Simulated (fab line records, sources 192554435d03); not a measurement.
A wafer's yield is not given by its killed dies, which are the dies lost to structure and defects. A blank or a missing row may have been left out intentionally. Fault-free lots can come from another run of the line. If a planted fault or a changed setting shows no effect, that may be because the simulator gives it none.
Split-lot experiment	flow n5_finfet	21 wafers read from 7 lots, route of 1938 steps

## THE SPLIT
At N5_SD_EPI_N_ETCH_35 (etches SOC in N2/H2, overetch 108 nm, time 486 s), the setting source_w was moved away from the recipe's 3000 W on 3 of the 21 wafers read, by -14.5% to +11.2%. This setting was run at the recipe's value on the other wafers.

The split's own step is where the reading is taken.

## THE READING
rf_vpp_V, in V, at N5_SD_EPI_N_ETCH_35 (etches SOC in N2/H2, overetch 108 nm, time 486 s). A value of 240.7 V with a standard deviation of 1.5 V is what fault-free wafers of this fab line usually give.

wafer	tool, chamber at the split	source_w as run, W	against the recipe	rf_vpp_V, V	against lot-mates on the recipe
L074.1	rie_diel-01, 2	3335	+11.2%	231.6	-9.5
L074.3	rie_diel-01, 1	3335	+11.2%	233.2	-7.9
L074.6	rie_diel-01, 0	3000	recipe	241.1	-
L078.3	rie_diel-04, 2	3000	recipe	241.4	-
L078.4	rie_diel-04, 3	3000	recipe	239.2	-
L078.6	rie_diel-04, 3	3000	recipe	240.1	-
L081.1	rie_diel-03, 3	3000	recipe	243.1	-
L081.4	rie_diel-03, 0	3000	recipe	238.7	-
L081.6	rie_diel-03, 2	3000	recipe	239.0	-
L084.2	rie_diel-01, 2	3000	recipe	236.9	-
L084.3	rie_diel-01, 3	3000	recipe	241.1	-
L084.5	rie_diel-01, 1	3000	recipe	240.5	-
L087.4	rie_diel-04, 1	3000	recipe	239.5	-
L087.5	rie_diel-04, 0	3000	recipe	239.3	-
L087.6	rie_diel-04, 2	3000	recipe	243.0	-
L092.3	rie_diel-03, 2	3000	recipe	239.6	-
L092.5	rie_diel-03, 2	3000	recipe	239.6	-
L092.6	rie_diel-03, 1	3000	recipe	243.0	-
L093.1	rie_diel-04, 3	3000	recipe	242.0	-
L093.2	rie_diel-04, 2	2566	-14.5%	253.8	+11.0
L093.6	rie_diel-04, 3	3000	recipe	243.6	-

THE FIT
A straight line over all 21 wafers: rf_vpp_V changes by -0.818 V for each +1% of source_w; r = -0.91; the points scatter about the line by 1.8 V.
The same after taking each lot's own level away (the mean of its wafers on the recipe; 21 wafers): -0.77 V for each +1%; r = -0.93; scatter 1.5 V.
That fit puts the effect of the largest move of source_w on the reading at 11 V.
The lots' own levels span 239.50 to 242.80 V, that is 2.2 times the standard deviation above.
The two slopes are in agreement: the lot-to-lot level therefore moves the slope only a little.
Check: for one of the wafers moved furthest among these (-14.5%), held out of the fit, the line's prediction against its lot-mates is +11.3 V. Against them it came out at +11 V.
Tool readings at the split's step, against how far the setting was moved: rf_vpp_V r = -0.91.

## THE OTHER SPLITS THESE WAFERS WENT THROUGH
Other splits were also applied to these wafers ahead of the reading. Each is held against what the fit with the lots' levels taken away leaves over:
other split on the same wafers	wafers away from the commonest value	r with rf_vpp_V (lot level and that fit taken away)
N5_WELL_APT_COAT_02 spin_rpm	7	-0.24
N5_PMOS_HMC_CHANNEL_EPI_PEB_07 peb_temp_c	7	+0.14
N5_PMOS_HMC_CHANNEL_EPI_DESCUM_14 time_s	5	-0.17
N5_FIN_CUT_CUT_ETCH_26 time_s	7	-0.35
N5_SD_EPI_N_PEB_07 peb_time_s	7	+0.17

## THE WHOLE CHAIN: every reading that the file lists as answering this split, in the file's order
step	what it does	reading	change (the file's fit)	r (the file's)
N5_SD_EPI_N_ETCH_35	etches SOC in N2/H2, overetch 108 nm, time 486 s	rf_vpp_V	-0.768 V for each +1% of the setting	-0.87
N5_SD_EPI_N_ETCH_35	etches SOC in N2/H2, overetch 108 nm, time 486 s	SiARC_of_SD_EPI_N_COAT_33.thk_nm (the simulator's own value, which no gauge read)	-0.146 nm for each +1% of the setting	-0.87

## THE FILE'S OWN FIT
rf_vpp_V changes by -0.768 V for each +1% of source_w, r = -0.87.
